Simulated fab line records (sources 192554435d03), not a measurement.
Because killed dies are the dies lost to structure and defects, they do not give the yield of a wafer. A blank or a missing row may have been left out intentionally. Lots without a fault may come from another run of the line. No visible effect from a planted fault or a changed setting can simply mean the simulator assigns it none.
Struck lot and sound lot, side by side | flow n5Finfet | 19 out of 1938 route steps
Sound: these wafers, L148.3, L148.4, L148.6. Wafers L159.1, L159.2, L159.6 were the ones struck. The cause is named last.
Each step with rows lists, per side, the tool, then ch with its chambers, then its first start. Under that, the readings that differ: sound wafers | struck wafers | difference of the means | sigmas: that difference in standard deviations of wafers without a fault.
alike: readings with means less than 2 such deviations apart, plus words and numbers identical on both sides. not compared: withheld readings, readings lacking a value on some wafer, bounds such as >300 that could conceal the same value, and numbers that have no deviation in the record and whose values overlap.
The two part at a step that has a row with sigmas, a row that says differs or no value, or rows on one side only. Non-overlapping numbers with no deviation appear without sigmas and do not part them. Lack of a reading on every wafer of one side parts them only where that side has two or more wafers.

first, 3 steps without rows for these wafers: N5_DUMMY_REMOVAL_PRECLEAN_04 (cleans in DHF, time 37 s); N5_DUMMY_REMOVAL_SRD_05 (time 30 s); N5_HKMG_FIN_IL_REGROW_00 (material SiO2, chemistry O3, target thk 0.75 nm, time 30 s).
N5_HKMG_FIN_HK_ALD_01: deposits HfO2, target thk 1.6 nm, pulse time 3 s, purge time 3 s.
  sound on aldHk-02 ch 0,1,2, day 5 18:23; struck on aldHk-03 ch 1,2,3, day 8 09:52
  alike: precursorPulseHeightRel
N5_HKMG_FIN_HK_ANNEAL_02: time 30 s.
  sound on rtpAnneal-02 ch 0, day 5 18:38; struck on rtpAnneal-02 ch 0, day 8 10:03
  alike: lampPowerPct, lamp_zone_1_pct, lamp_zone_6_pct, wafer_temp_C_max
N5_HKMG_FIN_ALD_74: deposits La2O3, target thk 0.5 nm, pulse time 6 s, co reactant pulse time 1 s.
  sound on aldHk-02 ch 0,1, day 5 18:47; struck on aldHk-01 ch 0,2, day 8 10:16
  alike: heaterPowerW, precursorPulseHeightRel
N5_HKMG_FIN_ALD_75: deposits Al2O3, target thk 1 nm, co reactant pulse time 1 s.
  sound on aldHk-02 ch 0,1, day 5 18:52; struck on aldHk-01 ch 0,2, day 8 10:20
  alike: heaterPowerW, precursorPulseHeightRel
then, 5 steps without rows for these wafers: N5_HKMG_FIN_COAT_41 (time 60 s, resist thk 300 nm); N5_HKMG_FIN_COAT_42 (time 60 s, resist thk 35 nm); N5_HKMG_FIN_COAT_43 (resist thk 90 nm); N5_HKMG_FIN_EBR_45; N5_HKMG_FIN_SOFTBAKE_44 (time 60 s).
N5_HKMG_FIN_EXPOSE_46: exposes mask NDIPOLE.
  sound on arfiScanner-01 ch 0, day 5 19:13; struck on arfiScanner-01 ch 0, day 8 10:41
reading           | sound             | struck            | difference | sigmas
exposureDoseMJCm2 | 40.46 40.51 40.51 | 46.23 46.21 46.18 | +5.71      | +23
  alike: mask
then, 2 steps without rows for these wafers: N5_HKMG_FIN_PEB_47 (peb time 60 s); N5_HKMG_FIN_DEVELOP_48 (develop time 30 s).
N5_HKMG_FIN_CD_MEAS_49: the cd target is 202 nm.
  sound on cdSem-02 ch 0, day 5 19:20; struck on cdSem-02 ch 0, day 8 10:49
reading   | sound             | struck            | difference | sigmas
cdNm (nm) | 201.7 202.8 202.9 | 209.8 211.3 212.4 | +8.7       | +12
N5_HKMG_FIN_OVL_MEAS_50:
  sound on overlay-01 ch 0, day 5 19:22; struck on overlay-02 ch 0, day 8 10:50
  alike: NDIPOLE_OVL
-- record jumps: 4 days separate the struck wafers' starts on either side; left off in module HKMG_FIN, taken up again in module BEOL_M4, whose first shown step is the route's number 1111 --
N5_BEOL_M4_RC_MEAS_101:
  sound on prober-01 ch 0, day 9 22:35; struck on prober-02 ch 0, day 11 23:56
reading        | sound          | struck         | difference | sigmas
DIBL_N (mV/V)  | 37.3 34.7 33.4 | 40.0 38.6 43.0 | +5.4       | +2
IOFF_N (nA/um) | 0.17 0.12 0.12 | 0.21 0.17 0.27 | +0.08      | +2
SS_P (mV/dec)  | 73.3 73.0 71.9 | 74.4 74.8 74.7 | +1.9       | +3
  alike: DIBL_P, IOFF_P, ION_N, ION_P, SS_N, VT_N, VT_P
N5_PASSIVATION_PROBE_49:
  the record has rows for the sound wafers here (prober-01, day 14 15:41) and none for the struck ones

## WHERE THEY PART
At N5_HKMG_FIN_EXPOSE_46 first; at N5_PASSIVATION_PROBE_49 last (within this record only).

WHY: what the simulator had put in
Process parameter drift: arfiScanner-01, from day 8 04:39 on, at N5_HKMG_FIN_EXPOSE_46. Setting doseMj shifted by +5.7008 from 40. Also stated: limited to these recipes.
